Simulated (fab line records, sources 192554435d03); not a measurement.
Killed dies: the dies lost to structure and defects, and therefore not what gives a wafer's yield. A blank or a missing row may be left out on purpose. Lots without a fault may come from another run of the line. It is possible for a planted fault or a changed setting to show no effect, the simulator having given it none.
Which tool is to blame? | flow n5Finfet | Sampling: 22 lots, 66 wafers, 3 of 1938 route steps

== WHAT THE GAUGES SHOWED, per wafer ==
N5_SD_ACTIVATION_RS_MEAS_03: uses a four-point probe to measure. Usual: RS_SD_N 21.93 ohm/sq, standard deviation 0.29; RS_SD_P 56.0 ohm/sq, standard deviation 0.72.
lot  | measured    | on           | RS_SD_N (ohm/sq)  | RS_SD_P (ohm/sq) | flag
L074 | day 3 11:07 | filmMetro-02 | 22.15 22.05 22.21 | 54.5 55.8 55.7   | 
L075 | day 3 17:20 | filmMetro-02 | 22.12 22.43 22.29 | 55.8 55.9 56.5   | 
L076 | day 4 00:55 | filmMetro-02 | 22.02 22.10 22.17 | 56.3 55.2 55.8   | 
L077 | day 4 06:08 | filmMetro-01 | 21.52 21.55 21.70 | 55.0 55.3 55.8   | 
L078 | day 4 09:16 | filmMetro-01 | 21.67 21.94 21.41 | 55.7 55.4 56.8   | 
L079 | day 4 17:48 | filmMetro-01 | 22.11 21.80 22.00 | 55.0 55.1 55.1   | 
L080 | day 5 03:12 | filmMetro-01 | 21.92 21.67 21.96 | 55.9 55.7 56.2   | 
L081 | day 5 03:32 | filmMetro-02 | 21.88 21.93 21.79 | 56.9 56.5 56.7   | 
L082 | day 5 11:26 | filmMetro-01 | 21.54 21.24 21.26 | 55.8 56.3 56.6   | 
L083 | day 5 18:24 | filmMetro-01 | 21.94 21.91 21.85 | 54.6 55.3 54.8   | 
L084 | day 5 23:51 | filmMetro-02 | 21.82 21.79 22.32 | 56.0 56.0 55.4   | 
L085 | day 6 13:10 | filmMetro-02 | 22.10 22.18 22.03 | 55.8 55.4 54.8   | 
L087 | day 6 20:41 | filmMetro-02 | 22.07 21.58 21.74 | 54.6 54.4 55.5   | 
L088 | day 7 07:14 | filmMetro-02 | 22.34 22.01 22.26 | 57.3 56.2 56.0   | 
L089 | day 7 06:57 | filmMetro-01 | 21.76 22.20 22.06 | 57.1 56.9 57.2   | 
L090 | day 7 12:07 | filmMetro-02 | 21.64 21.97 21.81 | 56.3 57.7 56.9   | 
L091 | day 7 19:19 | filmMetro-01 | 22.13 22.08 21.83 | 56.6 57.0 56.3   | 
L093 | day 8 07:37 | filmMetro-02 | 21.82 21.66 21.70 | 56.5 57.0 56.9   | 
L094 | day 8 10:42 | filmMetro-01 | 21.51 21.64 21.58 | 56.9 56.7 56.0   | 
L095 | day 8 17:55 | filmMetro-02 | 21.91 21.84 21.45 | 56.7 57.2 56.2   | 
L096 | day 9 00:34 | filmMetro-01 | 21.73 21.82 22.17 | 55.9 55.5 56.1   | 
L097 | day 9 23:13 | filmMetro-02 | 21.87 21.53 22.04 | 56.0 56.8 56.3   | 

== TOOL THAT RAN EACH LOT (tool first, then ch and the chambers of the sampled wafers, then the start) ==
lot  | N5_DUMMY_GATE_STRIP_40           | N5_DUMMY_GATE_ETCH_31
L074 | rieDiel-06 ch 1,2,3, day 2 23:01 | rieDiel-05 ch 1,2,3, day 2 23:07
L075 | rieDiel-05 ch 2,3, day 3 04:01   | rieDiel-05 ch 1,2, day 3 04:07
L076 | rieDiel-06 ch 0,1, day 3 12:35   | rieDiel-05 ch 1,3, day 3 12:41
L077 | rieDiel-02 ch 2,3, day 3 17:10   | rieDiel-06 ch 0,1, day 3 17:16
L078 | rieDiel-06 ch 1,2,3, day 3 21:43 | rieDiel-05 ch 0,1,3, day 3 21:48
L079 | rieDiel-02 ch 1,2, day 4 06:55   | rieDiel-02 ch 2,3, day 4 07:01
L080 | rieDiel-02 ch 1,2, day 4 14:47   | rieDiel-06 ch 1,2,3, day 4 14:53
L081 | rieDiel-05 ch 0,1,2, day 4 16:46 | rieDiel-05 ch 0,1,3, day 4 16:52
L082 | rieDiel-05 ch 0,1,3, day 5 00:24 | rieDiel-05 ch 0,1, day 5 00:29
L083 | rieDiel-02 ch 1,2, day 5 06:49   | rieDiel-02 ch 1,2, day 5 06:55
L084 | rieDiel-05 ch 0,1, day 5 12:56   | rieDiel-06 ch 0,1,2, day 5 13:03
L085 | rieDiel-02 ch 1,2,3, day 6 02:31 | rieDiel-05 ch 0,1, day 6 02:37
L087 | rieDiel-02 ch 1,2,3, day 6 09:53 | rieDiel-05 ch 1,2,3, day 6 10:00
L088 | rieDiel-06 ch 0,1,3, day 6 16:16 | rieDiel-05 ch 1,2, day 6 16:22
L089 | rieDiel-02 ch 2,3, day 6 19:24   | rieDiel-02 ch 1,3, day 6 19:30
L090 | rieDiel-02 ch 0,2,3, day 6 23:53 | rieDiel-05 ch 1,3, day 6 23:59
L091 | rieDiel-06 ch 0,2,3, day 7 07:57 | rieDiel-02 ch 1,2,3, day 7 08:06
L093 | rieDiel-02 ch 0,1,2, day 7 20:53 | rieDiel-05 ch 0,1,3, day 7 20:59
L094 | rieDiel-06 ch 1,2, day 7 22:44   | rieDiel-02 ch 0,2, day 7 22:50
L095 | rieDiel-05 ch 0,2, day 8 04:55   | rieDiel-02 ch 0,1, day 8 05:01
L096 | rieDiel-05 ch 1,2,3, day 8 14:01 | rieDiel-05 ch 0,2, day 8 14:07
L097 | rieDiel-02 ch 0,2, day 8 19:01   | rieDiel-02 ch 1,2, day 8 19:07
- N5_DUMMY_GATE_STRIP_40: strips in CF4.
- N5_DUMMY_GATE_ETCH_31: etches SiO2 in C4F6/O2, target depth 82.5 nm, time 27.5 s.

== WHAT THE TOOLS THEMSELVES READ (means of the sampled wafers that have a number; where no wafer has one, the mark that the record gives instead) ==
N5_DUMMY_GATE_STRIP_40. Usual: cf4FlowSccm 150.1 sccm, standard deviation 0.47; drypumpMotorCurrentA 5.7 A, standard deviation 0.55; oesProductAu 0.81 a.u., standard deviation 0.066; rfVppV 271.6 V, standard deviation 1.5; showerheadPlenumPTorr 1.80 Torr, standard deviation 0.053; throttleValvePct 13.41 %, standard deviation 0.17.
lot  | tool       | cf4FlowSccm (sccm) | drypumpMotorCurrentA (A) | oesProductAu (a.u.) | rfVppV (V) | showerheadPlenumPTorr (Torr) | throttleValvePct (%) | flag
L074 | rieDiel-06 | 150.1              | 5.9                      | 0.79                | 270.1      | 1.76                         | 13.60                | 
L075 | rieDiel-05 | 149.5              | 5.6                      | 0.75                | 272.8      | 1.84                         | 13.44                | 
L076 | rieDiel-06 | 149.7              | 5.6                      | 0.80                | 271.0      | 1.76                         | 13.41                | 
L077 | rieDiel-02 | 149.9              | 5.2                      | 0.86                | 270.7      | 1.78                         | 13.32                | 
L078 | rieDiel-06 | 150.1              | 5.9                      | 0.78                | 270.7      | 1.76                         | 13.60                | 
L079 | rieDiel-02 | 150.4              | 6.2                      | 0.88                | 272.8      | 1.85                         | 13.40                | 
L080 | rieDiel-02 | 149.8              | 6.3                      | 0.90                | 273.2      | 1.88                         | 13.34                | 
L081 | rieDiel-05 | 149.9              | 5.4                      | 0.84                | 272.1      | 1.81                         | 13.35                | 
L082 | rieDiel-05 | 150.2              | 5.6                      | 0.77                | 271.7      | 1.85                         | 13.36                | 
L083 | rieDiel-02 | 149.6              | 6.3                      | 0.89                | 273.1      | 1.87                         | 13.36                | 
L084 | rieDiel-05 | 150.0              | 5.4                      | 0.77                | 272.8      | 1.85                         | 13.42                | 
L085 | rieDiel-02 | 149.8              | 5.7                      | 0.86                | 271.5      | 1.83                         | 13.35                | 
L087 | rieDiel-02 | 150.2              | 5.7                      | 0.85                | 271.2      | 1.83                         | 13.35                | 
L088 | rieDiel-06 | 149.7              | 5.7                      | 0.78                | 270.7      | 1.75                         | 13.52                | 
L089 | rieDiel-02 | 149.8              | 5.2                      | 0.82                | 270.4      | 1.77                         | 13.34                | 
L090 | rieDiel-02 | 149.6              | 5.5                      | 0.82                | 271.0      | 1.79                         | 13.32                | 
L091 | rieDiel-06 | 150.0              | 6.2                      | 0.74                | 270.6      | 1.76                         | 13.65                | 
L093 | rieDiel-02 | 150.1              | 6.1                      | 0.83                | 272.1      | 1.84                         | 13.33                | 
L094 | rieDiel-06 | 149.6              | 6.1                      | 0.73                | 270.0      | 1.76                         | 13.73                | 
L095 | rieDiel-05 | 150.1              | 5.2                      | 0.87                | 271.3      | 1.80                         | 13.36                | 
L096 | rieDiel-05 | 150.3              | 5.7                      | 0.80                | 272.1      | 1.81                         | 13.36                | 
L097 | rieDiel-02 | 150.9              | 6.0                      | 0.80                | 271.9      | 1.81                         | 13.43                | 

N5_DUMMY_GATE_ETCH_31. Usual: drypumpMotorCurrentA 5.7 A, standard deviation 0.5; oesProductAu 0.81 a.u., standard deviation 0.071; rfVppV 668 V, standard deviation 6.8; showerheadPlenumPTorr 2.88 Torr, standard deviation 0.085; throttleValvePct 20.95 %, standard deviation 0.18.
lot  | tool       | drypumpMotorCurrentA (A) | oesProductAu (a.u.) | rfVppV (V) | showerheadPlenumPTorr (Torr) | throttleValvePct (%) | flag
L074 | rieDiel-05 | 5.7                      | 0.75                | 665        | 2.88                         | 20.94                | 
L075 | rieDiel-05 | 5.8                      | 0.74                | 661        | 2.84                         | 20.94                | 
L076 | rieDiel-05 | 5.9                      | 0.78                | 666        | 2.93                         | 20.74                | 
L077 | rieDiel-06 | 5.9                      | 0.76                | 662        | 2.81                         | 20.98                | 
L078 | rieDiel-05 | 5.6                      | 0.79                | 666        | 2.93                         | 20.80                | 
L079 | rieDiel-02 | 5.6                      | 0.87                | 678        | 2.86                         | 21.05                | 
L080 | rieDiel-06 | 5.9                      | 0.79                | 666        | 2.78                         | 21.20                | 
L081 | rieDiel-05 | 5.6                      | 0.77                | 666        | 2.93                         | 20.83                | 
L082 | rieDiel-05 | 5.7                      | 0.77                | 661        | 2.89                         | 20.85                | 
L083 | rieDiel-02 | 6.3                      | 0.91                | 673        | 2.99                         | 21.14                | 
L084 | rieDiel-06 | 6.0                      | 0.75                | 664        | 2.80                         | 21.10                | 
L085 | rieDiel-05 | 5.4                      | 0.77                | 666        | 2.92                         | 20.91                | 
L087 | rieDiel-05 | 5.7                      | 0.83                | 665        | 2.87                         | 20.86                | 
L088 | rieDiel-05 | 5.8                      | 0.82                | 661        | 2.83                         | 20.88                | 
L089 | rieDiel-02 | 5.8                      | 0.89                | 669        | 2.95                         | 21.00                | 
L090 | rieDiel-05 | 5.9                      | 0.77                | 666        | 2.92                         | 20.77                | 
L091 | rieDiel-02 | 5.7                      | 0.86                | 674        | 2.90                         | 21.04                | 
L093 | rieDiel-05 | 5.6                      | 0.76                | 665        | 2.92                         | 20.84                | 
L094 | rieDiel-02 | 6.0                      | 0.83                | 679        | 2.90                         | 21.09                | 
L095 | rieDiel-02 | 6.2                      | 0.86                | 670        | 2.98                         | 21.02                | 
L096 | rieDiel-05 | 5.2                      | 0.86                | 669        | 2.85                         | 20.98                | 
L097 | rieDiel-02 | 6.2                      | 0.85                | 678        | 2.94                         | 21.21                | 

== THE ANSWER, worked out from the rows above alone ==
Rule: take the mean of a lot's wafers that have a number; if it is more than 3 standard deviations from the usual mean, the lot is off. A lot without any number at a reading at which 4 lots or more have one is off too. Any other lot the step has rows for is counted as sound. After the gauges, taken in route order, come the tools' own readings; for these a lot's mean is taken, as printed above. At the first step where some lot is off, the reading lying furthest off is the one used; lots without a number count as furthest.
Nothing can be told from this: no lot is off at any reading shown.

== WHAT THE SIMULATOR HAD INSERTED ==
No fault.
